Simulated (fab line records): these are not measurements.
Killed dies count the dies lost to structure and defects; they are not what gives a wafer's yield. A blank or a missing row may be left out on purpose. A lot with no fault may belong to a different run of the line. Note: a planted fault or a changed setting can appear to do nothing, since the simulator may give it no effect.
Which tool did it?	flow nand-harc	Sampling: 9 lots, 27 wafers, 7 of 1302 route steps

WHAT THE GAUGES READ, wafer by wafer
NHARC_A_CHANNEL_HOLE_D2_INSPECT_40.
lot	measured	on	raw-defect-count
L464	day 14 08:21	defect-inspect-02	249 198 299
L469	day 15 19:10	defect-inspect-01	229 329 308
L467	day 15 20:34	defect-inspect-02	331 315 354
L466	day 15 23:21	defect-inspect-01	276 347 335
L475	day 18 04:26	defect-inspect-01	232 376 244
L474	day 18 08:36	defect-inspect-02	212 213 257
L482	day 22 09:05	defect-inspect-02	214 282 312
L483	day 22 22:07	defect-inspect-01	350 273 391
L486	day 23 21:10	defect-inspect-01	193 262 442

NHARC_END_WLT_00.
lot	measured	on	VT_DECK1_BOTTOM	VT_DECK1_BOTTOM_INNER	VT_DECK1_MEDIAN_NEAR_BOTTOM	VT_DECK1_MEDIAN_NEAR_BOTTOM_INNER	VT_DECK1_MIDDLE	VT_DECK1_MIDDLE_INNER	VT_DECK1_TOP	VT_DECK1_TOP_INNER	VT_DECK2_BOTTOM	VT_DECK2_BOTTOM_INNER	VT_DECK2_MEDIAN_NEAR_BOTTOM	VT_DECK2_MEDIAN_NEAR_BOTTOM_INNER	VT_DECK2_MIDDLE	VT_DECK2_MIDDLE_INNER	VT_DECK2_TOP	VT_DECK2_TOP_INNER
L464	day 25 09:33	prober-02	0.858 0.866 0.859	0.863 0.872 0.861	0.854 0.875 0.859	0.869 0.873 0.861	0.865 0.877 0.868	0.871 0.878 0.875	0.884 0.883 0.887	0.880 0.886 0.888	0.883 0.870 0.880	0.883 0.873 0.882	0.879 0.872 0.878	0.884 0.875 0.869	0.890 0.888 0.889	0.880 0.885 0.892	0.893 0.893 0.904	0.894 0.893 0.895
L469	day 27 04:37	prober-01	0.869 0.865 0.873	0.860 0.864 0.874	0.868 0.870 0.873	0.872 0.868 0.863	0.887 0.875 0.882	0.892 0.879 0.878	0.899 0.891 0.890	0.886 0.894 0.890	0.854 0.860 0.862	0.853 0.855 0.855	0.866 0.858 0.862	0.858 0.855 0.861	0.864 0.883 0.875	0.869 0.872 0.872	0.888 0.877 0.884	0.879 0.885 0.891
L467	day 26 12:32	prober-01	0.867 0.873 0.864	0.874 0.878 0.866	0.869 0.872 0.872	0.874 0.869 0.867	0.886 0.879 0.880	0.880 0.884 0.878	0.899 0.897 0.898	0.893 0.895 0.890	0.863 0.853 0.859	0.860 0.852 0.861	0.863 0.854 0.875	0.860 0.858 0.873	0.873 0.874 0.881	0.879 0.874 0.881	0.882 0.887 0.880	0.886 0.882 0.887
L466	day 27 12:55	prober-02	0.867 0.861 0.862	0.866 0.857 0.866	0.866 0.858 0.859	0.866 0.860 0.873	0.877 0.878 0.876	0.871 0.876 0.870	0.896 0.889 0.885	0.891 0.883 0.893	0.881 0.876 0.873	0.881 0.876 0.881	0.873 0.877 0.878	0.876 0.878 0.868	0.885 0.888 0.879	0.880 0.894 0.891	0.897 0.907 0.905	0.904 0.897 0.902
L475	day 28 20:00	prober-02	0.872 0.881 0.892	0.885 0.883 0.886	0.884 0.891 0.885	0.883 0.888 0.881	0.897 0.903 0.902	0.900 0.899 0.894	0.913 0.894 0.905	0.906 0.909 0.906	0.886 0.883 0.887	0.883 0.876 0.881	0.890 0.882 0.912	0.886 0.882 0.907	0.894 0.886 0.896	0.898 0.895 0.892	0.901 0.908 0.907	0.908 0.904 0.907
L474	day 28 19:59	prober-01	0.863 0.860 0.849	0.858 0.863 0.855	0.861 0.863 0.863	0.862 0.867 0.866	0.878 0.873 0.876	0.873 0.874 0.871	0.884 0.881 0.884	0.885 0.881 0.888	0.880 0.875 0.868	0.878 0.875 0.862	0.903 0.908 0.868	0.903 0.891 0.881	0.890 0.884 0.891	0.885 0.886 0.887	0.909 0.906 0.895	0.894 0.904 0.898
L482	day 32 16:37	prober-01	0.880 0.872 0.883	0.878 0.889 0.883	0.890 0.879 0.888	0.875 0.876 0.889	0.896 0.886 0.899	0.902 0.887 0.902	0.913 0.910 0.915	0.909 0.908 0.905	0.881 0.869 0.865	0.876 0.868 0.870	0.876 0.876 0.872	0.878 0.867 0.871	0.888 0.878 0.882	0.882 0.883 0.885	0.890 0.893 0.887	0.892 0.890 0.890
L483	day 33 12:28	prober-02	0.864 0.875 0.870	0.879 0.873 0.867	0.876 0.879 0.873	0.876 0.874 0.871	0.883 0.896 0.884	0.884 0.886 0.885	0.890 0.897 0.905	0.897 0.900 0.896	0.868 0.881 0.880	0.873 0.869 0.884	0.871 0.872 0.882	0.867 0.880 0.883	0.876 0.878 0.885	0.880 0.884 0.889	0.899 0.897 0.897	0.903 0.891 0.896
L486	day 34 17:11	prober-01	0.869 0.870 0.864	0.876 0.872 0.872	0.876 0.872 0.870	0.874 0.872 0.881	0.889 0.890 0.882	0.880 0.882 0.884	0.893 0.895 0.892	0.899 0.885 0.893	0.865 0.868 0.873	0.867 0.861 0.869	0.872 0.872 0.874	0.875 0.868 0.870	0.878 0.887 0.885	0.882 0.882 0.887	0.895 0.898 0.898	0.906 0.896 0.896

NHARC_END_SORT_01.
lot	measured	on	killed-at-array	killed-at-other	killed-at-periphery	killed-dies	killed-open	killed-short
L464	day 25 12:31	prober-02	43 52 34	0 1 2	0 1 2	43 54 38	4 6 1	4 3 4
L469	day 27 07:34	prober-01	50 78 72	1 0 2	2 2 2	53 80 76	3 5 1	0 4 2
L467	day 26 15:31	prober-01	80 92 97	0 1 0	2 0 0	82 93 97	4 4 4	1 3 4
L466	day 27 16:13	prober-02	38 47 34	0 0 3	1 6 1	39 53 38	3 8 0	2 2 2
L475	day 28 23:00	prober-02	25 37 46	2 3 1	3 10 8	30 50 55	3 6 4	2 0 1
L474	day 28 22:59	prober-01	48 54 39	2 1 2	11 9 13	61 64 54	3 7 4	1 1 3
L482	day 32 20:32	prober-01	35 46 31	0 0 0	0 1 3	35 47 34	2 4 3	2 1 1
L483	day 33 15:44	prober-02	39 47 45	3 2 1	0 1 0	42 50 46	2 5 1	4 0 5
L486	day 34 20:49	prober-01	71 52 42	0 1 0	1 5 1	72 58 43	3 9 3	5 0 2

TOOL THAT RAN EACH LOT (tool first, then ch and the chambers of the sampled wafers, then the start)
lot	NHARC_A_CHANNEL_HOLE_D2_ETCH_20	NHARC_A_CHANNEL_HOLE_D2_ETCH_24	NHARC_A_CHANNEL_HOLE_D2_STRIP_28	NHARC_A_CHANNEL_HOLE_D2_XSEM_32
L464	har-etch-01 ch 0,1, day 14 02:47	har-etch-01 ch 0,1, day 14 04:53	rie-diel-05 ch 0,2, day 14 08:15 or earlier	xsem-02 ch 0, day 14 08:15
L469	har-etch-01 ch 0,1, day 15 13:32	har-etch-01 ch 0,1, day 15 15:34	rie-diel-05 ch 0,1,3, day 15 19:04 or earlier	xsem-02 ch 0, day 15 19:04
L467	har-etch-02 ch 1, day 15 15:01	har-etch-02 ch 1, day 15 17:07	rie-diel-10 ch 0,1,2, day 15 20:28 or earlier	xsem-01 ch 0, day 15 20:28
L466	har-etch-01 ch 0,1, day 15 17:46	har-etch-01 ch 0,1, day 15 19:52	rie-diel-05 ch 0,1,3, day 15 23:16 or earlier	xsem-02 ch 0, day 15 23:16
L475	har-etch-01 ch 0,1, day 17 22:53	har-etch-01 ch 0,1, day 18 00:59	rie-diel-10 ch 0,1,3, day 18 04:20 or earlier	xsem-02 ch 0, day 18 04:20
L474	har-etch-01 ch 0,1, day 18 03:04	har-etch-01 ch 0,1, day 18 05:08	rie-diel-10 ch 0,1,3, day 18 08:30 or earlier	xsem-02 ch 0, day 18 08:30
L482	har-etch-02 ch 0,1, day 22 03:29	har-etch-02 ch 0,1, day 22 05:42	rie-diel-05 ch 1,2,3, day 22 08:59 or earlier	xsem-02 ch 0, day 22 08:59
L483	har-etch-01 ch 0,1, day 22 16:34	har-etch-01 ch 0,1, day 22 18:40	rie-diel-05 ch 0,1,2, day 22 22:01 or earlier	xsem-01 ch 0, day 22 22:01
L486	har-etch-01 ch 0,1, day 23 15:42	har-etch-01 ch 0,1, day 23 17:52	rie-diel-10 ch 0,3, day 23 21:05 or earlier	xsem-02 ch 0, day 23 21:05
- NHARC_A_CHANNEL_HOLE_D2_ETCH_20: etches the open film in C4F8/O2/Ar, time 361.9 s, target depth 1600 nm.
- NHARC_A_CHANNEL_HOLE_D2_ETCH_24: etches the open film in C4F8/O2/Ar, time 906.2 s, target depth 1500 nm.
- NHARC_A_CHANNEL_HOLE_D2_STRIP_28: strips in O2.
- NHARC_A_CHANNEL_HOLE_D2_XSEM_32

AS READ BY THE TOOLS THEMSELVES (means over the sampled wafers that have a number; for cases with no such wafer, the mark the record gives instead)
NHARC_A_CHANNEL_HOLE_D2_ETCH_20.
lot	tool	drypump-motor-current-A (A)	showerhead-plenum-p-Torr (Torr)	throttle-valve-pct (%)
L464	har-etch-01	5.9	3.69	32.155
L469	har-etch-01	5.9	3.67	32.161
L467	har-etch-02	5.1	3.72	32.153
L466	har-etch-01	5.9	3.67	32.147
L475	har-etch-01	5.9	3.66	32.154
L474	har-etch-01	5.9	3.65	32.158
L482	har-etch-02	5.9	3.82	32.157
L483	har-etch-01	5.9	3.63	32.153
L486	har-etch-01	5.9	3.62	32.164

NHARC_A_CHANNEL_HOLE_D2_ETCH_24.
lot	tool	drypump-motor-current-A (A)	showerhead-plenum-p-Torr (Torr)	throttle-valve-pct (%)
L464	har-etch-01	5.9	3.68	32.228
L469	har-etch-01	5.9	3.67	32.240
L467	har-etch-02	5.2	3.71	32.230
L466	har-etch-01	5.9	3.66	32.240
L475	har-etch-01	5.9	3.65	32.231
L474	har-etch-01	5.9	3.64	32.238
L482	har-etch-02	5.9	3.82	32.243
L483	har-etch-01	5.9	3.62	32.231
L486	har-etch-01	5.9	3.62	32.232

NHARC_A_CHANNEL_HOLE_D2_STRIP_28.
lot	tool	drypump-motor-current-A (A)	oes-product-au (a.u.)	rf-vpp-V (V)	showerhead-plenum-p-Torr (Torr)	throttle-valve-pct (%)
L464	rie-diel-05	5.6	1.001	57.7	3.61	17.041
L469	rie-diel-05	5.5	1.002	57.5	3.54	17.038
L467	rie-diel-10	5.8	0.994	58.2	3.50	17.040
L466	rie-diel-05	5.5	0.999	57.5	3.54	17.035
L475	rie-diel-10	5.8	0.988	57.8	3.44	17.039
L474	rie-diel-10	5.8	0.997	57.5	3.43	17.031
L482	rie-diel-05	5.2	0.987	58.2	3.58	17.027
L483	rie-diel-05	5.6	0.993	58.2	3.62	17.023
L486	rie-diel-10	6.2	0.994	56.5	3.35	17.034

NHARC_A_CHANNEL_HOLE_D2_XSEM_32.
lot	tool	bot-cd-nm (nm)	bow-nm (nm)	tilt-deg (degrees)
L464	xsem-02	76.0	8.19	0.04
L469	xsem-02	72.8	8.95	0.11
L467	xsem-01	73.6	8.54	0.09
L466	xsem-02	75.1	8.42	0.03
L475	xsem-02	76.2	12.45	0.10
L474	xsem-02	74.5	16.02	0.05
L482	xsem-02	76.0	8.79	0.05
L483	xsem-01	77.4	8.76	0.04
L486	xsem-02	74.4	8.32	0.11

THE ANSWER, worked out from the rows above alone
Rule: what is usual is taken from the lots themselves. Put in order of their means at a reading, lots are off if they are a third of the lots or fewer, leave a main group of 4 or more, and stand apart from it by a gap of 3 or more times the standard deviation of the main group's means; of several such gaps the widest counts. If all means in a main group match to the digits the tables above print for the reading, that group is not used. Also off: a lot with no number at a reading for which 4 or more lots have one. All remaining lots with rows at the step are treated as sound. After the gauges, taken in route order, come the tools' own readings; for these a lot's mean is taken, as printed above. The first step at which some lot is off is used, and at that step the reading that is off furthest; a lot without a number counts as furthest.
Off: at NHARC_END_WLT_00 (VT_DECK2_MEDIAN_NEAR_BOTTOM), L475, L474. The main group has a mean of 0.872 with a standard deviation of 0.0055.
If a tool, at a process step before that reading, ran all the lots that are off and no sound lot after the first of them, it fits. The gauges at NHARC_END_WLT_00 aren't tried: what is off there is off at NHARC_A_CHANNEL_HOLE_D2_XSEM_32 too, on other tools, and a gauge's error can't cause that. NHARC_A_CHANNEL_HOLE_D2_STRIP_28: start missing for some lots; hours and lot order therefore follow NHARC_A_CHANNEL_HOLE_D2_XSEM_32. Not one of the candidates tried fits.

WHAT THE SIMULATOR HAD INSERTED
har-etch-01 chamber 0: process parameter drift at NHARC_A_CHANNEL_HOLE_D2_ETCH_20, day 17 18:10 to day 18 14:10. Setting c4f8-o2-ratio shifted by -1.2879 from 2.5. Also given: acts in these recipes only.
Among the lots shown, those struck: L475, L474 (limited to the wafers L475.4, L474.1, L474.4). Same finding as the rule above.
